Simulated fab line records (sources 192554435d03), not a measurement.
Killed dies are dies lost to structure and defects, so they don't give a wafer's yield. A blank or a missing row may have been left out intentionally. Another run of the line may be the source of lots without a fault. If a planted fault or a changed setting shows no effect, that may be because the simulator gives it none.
Chamber matching | flow n5 finfet | N5_PASSIVATION_DESCUM_32 on rie diel-02: 4 sister chambers
The step chemistry O2, time 7.9 s. 7 wafers are shown with their chamber, then 7 later ones without.

WAFERS PAIRED WITH THEIR CHAMBERS
wafer  | chamber | showerhead plenum p Torr (Torr) | throttle valve pct (%)
L511.1 | 1       | 2.20                            | 20.24
L511.6 | 2       | 2.16                            | 20.49
L514.1 | 2       | 2.16                            | 20.47
L514.3 | 3       | 2.05                            | 20.14
L514.5 | 0       | 2.07                            | 20.29
L517.4 | 0       | 2.07                            | 20.29
L517.5 | 3       | 2.04                            | 20.16

WAFERS MISSING THEIR CHAMBER
wafer  | showerhead plenum p Torr (Torr) | throttle valve pct (%)
L517.6 | 2.15                            | 20.48
L518.2 | 2.07                            | 20.31
L518.4 | 2.19                            | 20.25
L518.5 | 2.15                            | 20.52
L527.1 | 2.19                            | 20.30
L527.4 | 2.15                            | 20.13
L527.6 | 2.19                            | 20.30

CHAMBER TAKEN BY EACH
wafer  | from the rows above | in truth
L517.6 | 2                   | 2
L518.2 | 0                   | 0
L518.4 | 1                   | 1
L518.5 | 2                   | 2
L527.1 | 1                   | 1
L527.4 | 1                   | 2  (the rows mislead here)
L527.6 | 1                   | 1
Placed correctly: 6 of 7. Can't be placed from these rows: 0. Number placed wrongly: 1.
How it was worked out, from the rows above alone: a wafer's distance from a chamber is the root of the sum, over the readings, of the square of ((its reading less the chamber's mean) divided by the reading's scatter). The wafer belongs to the nearest chamber; if the next one is less than 2 further off, it can't be placed. For every chamber, the mean is computed from those of its wafers that are shown. The scatter: the root of (the sum of the squares of (reading less its chamber's mean) over the shown wafers, divided by (wafers less chambers)).
